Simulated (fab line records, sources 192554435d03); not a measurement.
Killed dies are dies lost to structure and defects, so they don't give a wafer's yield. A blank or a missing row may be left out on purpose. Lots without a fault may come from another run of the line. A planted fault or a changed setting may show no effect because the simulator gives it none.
Chamber matching | flow n5_finfet | N5_BEOL_M12_ETCH_67 on rie_diel-01: 4 sister chambers
The step etches SiARC in CF4, target depth 143 nm, time 238.3 s. 16 wafers are shown with their chamber, then 8 later ones without.

WAFERS WITH THEIR CHAMBER
wafer  | chamber | oes_product_au (a.u.) | throttle_valve_pct (%) | drypump_motor_current_A (A)
L081.1 | 3       | 0.67                  | 15.38                  | 5.6
L081.2 | 2       | 0.76                  | 15.17                  | 5.2
L081.5 | 2       | 0.76                  | 15.18                  | 5.2
L079.2 | 3       | 0.67                  | 15.38                  | 5.6
L079.3 | 2       | 0.76                  | 15.18                  | 5.3
L079.4 | 1       | 0.59                  | 15.62                  | 5.1
L083.2 | 3       | 0.67                  | 15.38                  | 5.6
L083.3 | 1       | 0.59                  | 15.61                  | 5.1
L083.4 | 2       | 0.76                  | 15.18                  | 5.3
L082.2 | 1       | 0.59                  | 15.63                  | 5.1
L082.5 | 1       | 0.59                  | 15.61                  | 5.1
L082.6 | 3       | 0.67                  | 15.38                  | 5.6
L084.2 | 1       | 0.58                  | 15.64                  | 5.1
L084.4 | 0       | 0.83                  | 15.31                  | 5.5
L084.5 | 3       | 0.66                  | 15.40                  | 5.6
L087.2 | 3       | 0.66                  | 15.41                  | 5.6

SIGNATURES (means of the wafers above)
reading                 | chamber 0 | chamber 1 | chamber 2 | chamber 3 | scatter within a chamber
oes_product_au          | 0.8300    | 0.5880    | 0.7600    | 0.6667    | 0.00422
throttle_valve_pct      | 15.3100   | 15.6220   | 15.1775   | 15.3883   | 0.0117
drypump_motor_current_A | 5.500     | 5.100     | 5.250     | 5.600     | 0.0289
Rule: a wafer's distance from a chamber is the root of the sum, over the readings, of the square of ((its reading less the chamber's mean) divided by the reading's scatter). The wafer belongs to the nearest chamber; if the next one is less than 2 further off, it can't be placed. The scatter: the root of (the sum of the squares of (reading less its chamber's mean) over the shown wafers, divided by (wafers less chambers)).

WAFERS WITHOUT THEIR CHAMBER
wafer  | oes_product_au (a.u.) | throttle_valve_pct (%) | drypump_motor_current_A (A)
L087.3 | 0.58                  | 15.65                  | 5.1
L087.5 | 0.58                  | 15.66                  | 5.1
L097.1 | 0.77                  | 15.36                  | 5.5
L097.2 | 0.71                  | 15.27                  | 5.2
L097.4 | 0.72                  | 15.26                  | 5.2
L095.2 | 0.70                  | 15.29                  | 5.2
L095.3 | 0.64                  | 15.48                  | 5.7
L095.5 | 0.75                  | 15.37                  | 5.5

WHICH CHAMBER EACH WENT THROUGH
wafer  | from the rows above          | in truth
L087.3 | 1                            | 1
L087.5 | 1                            | 1
L097.1 | 0                            | 0
L097.2 | 2                            | 2
L097.4 | 2                            | 2
L095.2 | can't be placed: 2 or 3      | 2
L095.3 | 3                            | 3
L095.5 | can't be placed: 2 or 0 or 3 | 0
Placed correctly: 6 of 8. Can't be placed from these rows: 2 (the true chamber is among the candidates in 2). Placed wrongly: 0.
